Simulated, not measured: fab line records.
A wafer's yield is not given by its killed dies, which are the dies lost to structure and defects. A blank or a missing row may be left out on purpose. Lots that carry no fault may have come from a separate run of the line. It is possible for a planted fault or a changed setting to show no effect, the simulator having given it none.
A struck lot beside a sound one | flow n5 finfet | 35 out of 1938 route steps
Sound: wafers L432.1, L432.2, L432.3. Struck: wafer L445.4 (L445.2, L445.6, from the same lot, were not struck and are left out); the cause is given at the end.
Order at every step that has rows: each side's tool, ch and its chambers, its first start. Under that, the readings that differ: sound wafers | struck wafers | difference of the means | sigmas: that difference in standard deviations of wafers without a fault.
alike: readings with means less than 2 such deviations apart, plus words and numbers identical on both sides. not compared: withheld readings, readings lacking a value on some wafer, bounds such as >300 that could conceal the same value, and numbers that have no deviation in the record and whose values overlap.
A row with sigmas, a row that says differs or no value, or rows on one side alone: a step with any of these is where the two part. Non-overlapping numbers with no deviation appear without sigmas and do not part them. Lack of a reading on every wafer of one side parts them only where that side has two or more wafers.

N5_PMOS_HMC_CHANNEL_EPI_EPI_26: deposits Si from SiH4/H2, target thk 3.8 nm, time 22.7 s.
  sound on epi rpcvd-03 ch 0, day 1 21:44; struck on epi rpcvd-01 ch 0, day 5 02:55
  alike: throttle valve pct
N5_PMOS_HMC_CHANNEL_EPI_INSPECT_30: inspects for defects (darkfield).
  sound on defect inspect-01 at day 1 22:20; struck on defect inspect-01 at day 5 03:14
  alike: raw defect count
then, 4 steps without rows for these wafers: N5_FIN_SAQP_PRECLEAN_42 (cleans in O3/DIW, time 60 s); N5_FIN_SAQP_PRECLEAN_00 (cleans in SC1, time 60 s); N5_FIN_SAQP_PRECLEAN_44 (cleans in SC2, time 45 s); N5_FIN_SAQP_SRD_01 (time 30 s).
N5_FIN_SAQP_ALD_61: deposits SiO2, target thk 4 nm, pulse time 1 s, purge time 2 s.
  sound on ald sin-03 ch 0,1,3, day 2 01:00; struck on ald sin-03 ch 2, day 5 05:11
  reading            | sound       | struck | difference | sigmas
  heater power w (W) | 486 406 547 | 611    | +131       | +2
  alike: precursor pulse height rel
then, 1 step without rows for these wafers: N5_FIN_SAQP_DENSIFY_62 (time 60 s).
N5_FIN_SAQP_HM_DEP_03: deposits SiNx from SiH4/NH3/N2, target thk 38 nm, time 33.6 s.
  sound on pecvd-01 ch 0,1, day 2 01:26; struck on pecvd-01 ch 0, day 5 05:41
  alike: heater power w, showerhead plenum p Torr, throttle valve pct
N5_FIN_SAQP_THK_MEAS_05:
  sound on film metro-02 at day 2 01:33; struck on film metro-01 at day 5 05:46
  reading     | sound          | struck | difference | sigmas
  thk nm (nm) | 37.3 37.3 37.8 | 38.6   | +1.1       | +2
N5_FIN_SAQP_PECVD_47: deposits a-Si from SiH4/He, target thk 45 nm, time 36.3 s.
  sound on pecvd-03 ch 0,1,2, day 2 01:35; struck on pecvd-03 ch 0, day 5 05:48
  alike: heater power w, showerhead plenum p Torr, throttle valve pct
N5_FIN_SAQP_PECVD_48: deposits SiNx from SiH4/NH3/N2, target thk 25 nm, time 22.1 s.
  sound on pecvd-03 ch 0,1,2, day 2 01:37; struck on pecvd-03 ch 0, day 5 05:50
  reading                                     | sound             | struck | difference | sigmas
  model.SiNx_of_FIN_SAQP_PECVD_48.thk nm (nm) | 24.93 24.91 25.11 | 8.41   | -16.57     |
  alike: heater power w, showerhead plenum p Torr, throttle valve pct
then, 1 step without rows for these wafers: N5_FIN_SAQP_PECVD_06 (deposits a-Si from SiH4/He, target thk 60 nm, time 48.1 s).
N5_FIN_SAQP_THK_MEAS_07:
  sound on film metro-01 at day 2 01:45; struck on film metro-01 at day 5 05:58
  reading     | sound          | struck | difference | sigmas
  thk nm (nm) | 59.5 58.3 58.3 | 61.0   | +2.3       | +3
then, 9 steps without rows for these wafers: N5_FIN_SAQP_HM_DEP_72 (deposits SiO2 from SiH4/N2O, target thk 12 nm, time 7.2 s); N5_FIN_SAQP_COAT_49 (time 60 s, resist thk 100 nm); N5_FIN_SAQP_COAT_50 (time 60 s, resist thk 35 nm); N5_FIN_SAQP_COAT_10 (resist thk 90 nm); N5_FIN_SAQP_EBR_12; N5_FIN_SAQP_SOFTBAKE_11 (time 60 s); N5_FIN_SAQP_EXPOSE_13 (exposes mask FIN CORE, target cd 35.6 nm); N5_FIN_SAQP_PEB_14 (peb time 60 s); N5_FIN_SAQP_DEVELOP_15 (develop time 30 s).
N5_FIN_SAQP_CD_MEAS_16: target cd 35.6 nm.
  sound on cd sem-03 ch 0, day 2 02:14; struck on cd sem-02 ch 0, day 5 06:20
  alike: cd nm
N5_FIN_SAQP_OVL_MEAS_17:
  sound on overlay-02 ch 0, day 2 02:17; struck on overlay-02 ch 0, day 5 06:22
  reading           | sound          | struck | difference | sigmas
  FIN_CORE_OVL (nm) | -0.4 -1.3 -0.9 | 1.7    | +2.6       | +3
N5_FIN_SAQP_INSPECT_18: inspects for defects (brightfield).
  sound on defect inspect-02 at day 2 02:19; struck on defect inspect-01 at day 5 06:23
  alike: raw defect count
N5_FIN_SAQP_DESCUM_21: chemistry O2, time 7.9 s.
  sound on rie diel-01 ch 0,2,3, day 2 02:20; struck on rie diel-01 ch 3, day 5 06:26
  alike: bias power w, drypump motor current A, oes product au, rf vpp V, showerhead plenum p Torr, throttle valve pct
  not compared: rf hours counter h
then, 5 steps without rows for these wafers: N5_FIN_SAQP_ETCH_51 (etches SiARC in CF4, target depth 45.5 nm, time 75.8 s); N5_FIN_SAQP_ETCH_52 (etches SOC in N2/H2, target depth 100 nm, overetch 20 nm, time 150 s); N5_FIN_SAQP_STRIP_53 (strips in N2/H2); N5_FIN_SAQP_HM_OPEN_73 (chemistry CHF3/O2, target SiO2, stops on a-Si, target depth 12 nm, time 16.8 s); N5_FIN_SAQP_STRIP_74 (strips in CHF3/O2).
N5_FIN_SAQP_MANDREL_ETCH_22: etches a-Si in HBr/Cl2, stops on SiNx, target depth 60 nm, bt time 10 s, time 30 s.
  sound on rie si-01 ch 0,1,3, day 2 02:38; struck on rie si-01 ch 3, day 5 06:43
  reading                                     | sound             | struck | difference | sigmas
  rf hours counter h (h)                      | 6 2 33            | 34     | +20        |
  model.SiNx_of_FIN_SAQP_PECVD_48.thk nm (nm) | 24.91 24.85 25.03 | 8.331  | -16.599    |
  alike: HBr_flow_sccm, drypump motor current A, oes product au, throttle valve pct
then, 1 step without rows for these wafers: N5_FIN_SAQP_STRIP_55 (strips in N2/H2).
-- here the record skips 6 days between the struck wafers' starts before and after, leaving off in module FIN_SAQP and picking up in module BEOL_M4 (first step shown: number 1111 of the route) --
N5_BEOL_M4_RC_MEAS_101:
  sound on prober-02 ch 0, day 8 08:07; struck on prober-01 ch 0, day 11 13:15
  alike: DIBL_N, DIBL_P, IOFF_N, IOFF_P, ION_N, ION_P, SS_N, SS_P, VT_N, VT_P

WHERE THEY PART
Earliest at N5_FIN_SAQP_ALD_61; latest, in this record, at N5_FIN_SAQP_OVL_MEAS_17. Later steps at which nothing parts them and some readings are alike: N5_FIN_SAQP_INSPECT_18, N5_FIN_SAQP_DESCUM_21, N5_FIN_SAQP_MANDREL_ETCH_22, N5_BEOL_M4_RC_MEAS_101.

WHY: what the simulator had put in
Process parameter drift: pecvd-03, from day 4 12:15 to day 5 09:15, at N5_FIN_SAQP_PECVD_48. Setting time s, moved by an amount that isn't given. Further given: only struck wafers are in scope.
